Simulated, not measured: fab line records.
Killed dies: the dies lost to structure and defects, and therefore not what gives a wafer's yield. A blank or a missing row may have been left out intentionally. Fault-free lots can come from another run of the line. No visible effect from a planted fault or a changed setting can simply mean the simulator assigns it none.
A struck lot beside a sound one || flow n5_finfet || 24 out of 1938 route steps
Sound: these wafers, L158.1, L158.3, L158.6. Wafers L149.2, L149.4, L149.5 were the ones struck. The cause is named last.
Each step with rows lists, per side, the tool, then ch with its chambers, then its first start. Under that, the readings that differ: sound wafers || struck wafers || difference of the means || sigmas: that difference in standard deviations of wafers without a fault.
alike: a reading whose means differ by less than 2 such deviations, as well as words and numbers matching on both sides. not compared: withheld readings; readings where some wafer has no value; bounds like >300 that might hide an equal value; numbers whose values overlap and for which the record gives no deviation.
A row with sigmas, a row that says differs or no value, or rows on one side alone: a step with any of these is where the two part. Numbers that have no deviation but don't overlap get no sigmas and don't part them. A reading missing from all wafers of one side parts the sides only when that side holds two or more wafers.

first, 11 steps without rows for these wafers: N5_BEOL_M14_VIA_ETCH_16 (etches SiO2 in C4F8/O2/Ar, target depth 1231.3 nm); N5_BEOL_M14_STRIP_63 (strips in O2); N5_BEOL_M14_STRIP_64 (strips in O2); N5_BEOL_M14_STRIP_71 (strips in post etch residue remover, time 60 s); N5_BEOL_M14_SRD_72 (time 30 s, dry time 30 s); N5_BEOL_M14_COAT_65 (time 60 s, resist thk 450 nm); N5_BEOL_M14_COAT_66 (time 60 s, resist thk 110 nm); N5_BEOL_M14_COAT_22 (resist thk 300 nm); N5_BEOL_M14_EBR_24; N5_BEOL_M14_SOFTBAKE_23 (time 60 s); N5_BEOL_M14_EXPOSE_25 (exposes mask M14, target cd 280 nm).
N5_BEOL_M14_PEB_26: peb time 90 s.
  sound on litho_track-05 ch 0, day 16 12:36; struck on litho_track-03 ch 0, day 14 03:17
{"reading": "heater_power_total_W (W)", "sound": "172.0 173.8 171.0", "struck": "169.8 168.4 170.2", "difference": -2.8, "sigmas": -4}
{"reading": "plate_temp_C (C)", "sound": "129.80 129.83 130.01", "struck": "128.53 128.36 128.50", "difference": -1.42, "sigmas": -9}
then, 2 steps without rows for these wafers: N5_BEOL_M14_DEVELOP_27 (develop time 45 s); N5_BEOL_M14_HARDBAKE_32 (time 120 s).
N5_BEOL_M14_CD_MEAS_28: the cd target is 284.4 nm.
  sound on cd_sem-01 ch 0, day 16 12:43; struck on cd_sem-02 ch 0, day 14 03:24
{"reading": "cd_nm (nm)", "sound": "286.8 285.6 287.1", "struck": "276.0 276.7 274.4", "difference": -10.8, "sigmas": -7}
N5_BEOL_M14_DESCUM_33: chemistry O2, time 7.9 s.
  sound on rie_diel-05 ch 2,3, day 16 12:51; struck on rie_diel-02 ch 1,3, day 14 03:32
{"reading": "model.BEOL_M14.cd_nm (nm)", "sound": "286.8 285.4 286.4", "struck": "276 276.6 274.2", "difference": -11, "sigmas": ""}
  alike: drypump_motor_current_A, oes_product_au, rf_vpp_V, showerhead_plenum_p_Torr, throttle_valve_pct
  not compared: rf_hours_counter_h
then, 6 steps without rows for these wafers: N5_BEOL_M14_ETCH_67 (etches SiARC in CF4, target depth 143 nm, time 238.3 s); N5_BEOL_M14_ETCH_68 (etches SOC in N2/H2, time 450 s); N5_BEOL_M14_STRIP_69 (strips in N2/H2); N5_BEOL_M14_TRENCH_ETCH_34 (etches SiO2 in C4F8/O2/Ar, target depth 556.65 nm, time 126.9 s); N5_BEOL_M14_STRIP_70 (strips in C4F8/O2/Ar); N5_BEOL_M14_STRIP_37 (strips in O2).
N5_BEOL_M14_ETCH_38: etches SiCN in CF4/N2, target depth 106.5 nm, time 120.6 s.
  sound: rie_diel-05 ch 2,3; struck: rie_diel-05 ch 0,2
{"reading": "model.BEOL_M14.cd_nm (nm)", "sound": "282.2 283 281.2", "struck": "272.2 270.6 269.4", "difference": -11.4, "sigmas": ""}
  alike: drypump_motor_current_A, n2_flow_sccm, oes_product_au, rf_vpp_V, showerhead_plenum_p_Torr, throttle_valve_pct
  not compared: rf_hours_counter_h
then, 1 step without rows for these wafers: N5_BEOL_M14_PRECLEAN_39 (cleans in residue remover, time 60 s).

WHERE THEY PART
Earliest at N5_BEOL_M14_PEB_26; latest, in this record, at N5_BEOL_M14_CD_MEAS_28. Later steps at which nothing parts them and some readings are alike: N5_BEOL_M14_DESCUM_33, N5_BEOL_M14_ETCH_38.

WHY: the cause the simulator had injected
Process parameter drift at N5_BEOL_M14_PEB_26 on litho_track-03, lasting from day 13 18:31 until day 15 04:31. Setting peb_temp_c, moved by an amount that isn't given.
